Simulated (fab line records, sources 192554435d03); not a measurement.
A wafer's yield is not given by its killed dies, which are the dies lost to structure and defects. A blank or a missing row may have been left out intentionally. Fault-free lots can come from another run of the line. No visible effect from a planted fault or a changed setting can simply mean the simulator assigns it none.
Struck lot and sound lot, side by side    flow n5Finfet    36 steps out of a route of 1938
Sound: wafers L812.1, L812.3, L812.4. Struck: wafers L818.4, L818.5, L818.6. The cause comes at the end.
At each step with rows: each side's tool, then ch and its chambers, then its first start. Under that, the readings that differ: sound wafers    struck wafers    difference of the means    sigmas: that difference in standard deviations of wafers without a fault.
alike: readings whose means differ by less than 2 such deviations, and words and numbers that are the same on both sides. not compared: withheld readings, readings that some wafer has no value for, bounds like >300 that may hide the same value, and numbers for which the record gives no deviation and whose values overlap.
The two part at a step that has a row with sigmas, a row that says differs or no value, or rows on one side only. When numbers do not overlap yet have no deviation, they are printed without sigmas and do not part them. A reading missing from all wafers of one side parts the sides only when that side holds two or more wafers.

first, 9 steps without rows for these wafers: N5_BEOL_M4_ANNEAL_95 (time 240 s); N5_BEOL_M4_SPUTTER_96 (material Cu, target thk 4.5 nm, time 8.29 s); N5_BEOL_M4_ECD_50 (material Cu, target thk 300 nm); N5_BEOL_M4_ANNEAL_51 (time 90 s); N5_BEOL_M4_CMP_52 (polishes, stops on SiOC, t overpolish 6.8 s, target thk 40 nm); N5_BEOL_M4_PRE_CLEAN_60 (time 15 s); N5_BEOL_M4_CO_CAP_55 (material Co, precursor CCTBA/H2, target thk 2 nm, time 102.1 s); N5_BEOL_M4_PRE_CLEAN_56 (time 15 s); N5_BEOL_M4_DEP_57 (deposits SiCN from 3MS/NH3, target thk 8 nm, time 14 s).
N5_BEOL_M4_RC_MEAS_101:
  sound on prober-01 ch 0, day 8 13:20; struck on prober-02 ch 0, day 10 08:14
  alike: DIBL_N, DIBL_P, IOFF_N, IOFF_P, ION_N, ION_P, SS_N, SS_P, VT_N, VT_P
then, 24 steps without rows for these wafers: N5_BEOL_M5_ILD_DEP_00 (deposits SiCOH lowk from DEMS/porogen, target thk 140.64 nm, time 25.9 s); N5_BEOL_M5_CURE_79 (cures SiCOH lowk, time 240 s); N5_BEOL_M5_PECVD_70 (deposits SiO2 from TEOS/O2, target thk 16 nm, time 18 s); N5_BEOL_M5_HM_DEP_02 (deposits TiN, target thk 20 nm); N5_BEOL_M5_COAT_59 (time 60 s, resist thk 60 nm); N5_BEOL_M5_COAT_60 (time 60 s, resist thk 12 nm); N5_BEOL_M5_COAT_71 (time 60 s, resist thk 5 nm); N5_BEOL_M5_COAT_05 (resist thk 30 nm); N5_BEOL_M5_EBR_07; N5_BEOL_M5_SOFTBAKE_06 (time 60 s); N5_BEOL_M5_EXPOSE_08 (exposes mask M5, target cd 28 nm); N5_BEOL_M5_PEB_09 (peb time 60 s); N5_BEOL_M5_DEVELOP_10 (develop time 30 s); N5_BEOL_M5_DESCUM_16 (chemistry O2, time 7 s); N5_BEOL_M5_ETCH_72 (etches underlayer in N2/H2, target depth 6.5 nm, time 5.2 s); N5_BEOL_M5_ETCH_61 (etches SiARC in CF4, target depth 15.6 nm, time 26 s); N5_BEOL_M5_ETCH_62 (etches SOC in N2/H2, target depth 75 nm, overetch 15 nm, time 112.5 s); N5_BEOL_M5_STRIP_63 (strips in N2/H2); N5_BEOL_M5_STRIP_73 (strips in N2/H2); N5_BEOL_M5_STRIP_64 (strips in CF4); N5_BEOL_M5_HM_OPEN_17 (chemistry Cl2/BCl3, target TiN, target depth 20 nm, overetch 6 nm); N5_BEOL_M5_STRIP_19 (strips in O2); N5_BEOL_M5_COAT_65 (time 60 s, resist thk 60 nm); N5_BEOL_M5_COAT_66 (time 60 s, resist thk 12 nm).
N5_BEOL_M6_VIA_ETCH_34: etches SiCOH lowk in C4F6/O2, target depth 126.3 nm, time 50.9 s.
  sound on rieDiel-01 ch 0,1,3, day 9 08:56; struck on rieDiel-01 ch 0,1,2, day 11 02:17
  no value came back on the struck wafers for any of 9 readings (C4F6_flow_sccm (sccm), O2_flow_sccm (sccm) and others); on the sound wafers C4F6_flow_sccm (sccm) reads 9.997 9.989 9.975
reading                                    sound           struck          difference  sigmas
model.SiARC_of_BEOL_M6_COAT_64.thkNm (nm)  0 0 0           6.8 6.4 6.4     +6.5        
model.SOC_of_BEOL_M6_COAT_63.thkNm (nm)    53.6 53.8 53.8  60.2 60.2 60.2  +6.5        
-- a jump in the record: the struck wafers' starts before and after are 4 days apart (it breaks off in module BEOL_M6 and resumes in module PASSIVATION, where the first step shown is number 1936 of the route) --
N5_PASSIVATION_PROBE_49:
  sound on prober-02, day 12 21:14; struck on prober-01, day 14 19:26
reading                  sound           struck          difference  sigmas
defectLimitedYield (%)   87.5 90.5 90.8  0 0 0           -90         -60
killed_at_M0_to_M3       68 36 45        25 40 26        -19         -2
killed_at_M4_up          19 10 12        1115 1105 1118  +1099       +99 or more
killedDies               148 112 109     1180 1180 1180  +1057       +62
killedOnRim              23 23 18        152 152 152     +131        +31
killedOpen               95 72 67        44 38 44        -36         -3
sort_bin_5_function (%)  7.5 5.9 6.4     97.7 97.4 97.5  +90.9       +93
sortNPass                1032 1068 1071  0 0 0           -1057       -62
sortYieldPct (%)         87.5 90.5 90.8  0 0 0           -90         -60
  alike: killedAtContacts, killedAtFrontEnd, killedAtOther, killedShort, sort_bin_6_memory

WHERE THEY PART
Last at N5_PASSIVATION_PROBE_49 as far as this record goes, first at N5_BEOL_M6_VIA_ETCH_34.

WHY: whatever the simulator had introduced
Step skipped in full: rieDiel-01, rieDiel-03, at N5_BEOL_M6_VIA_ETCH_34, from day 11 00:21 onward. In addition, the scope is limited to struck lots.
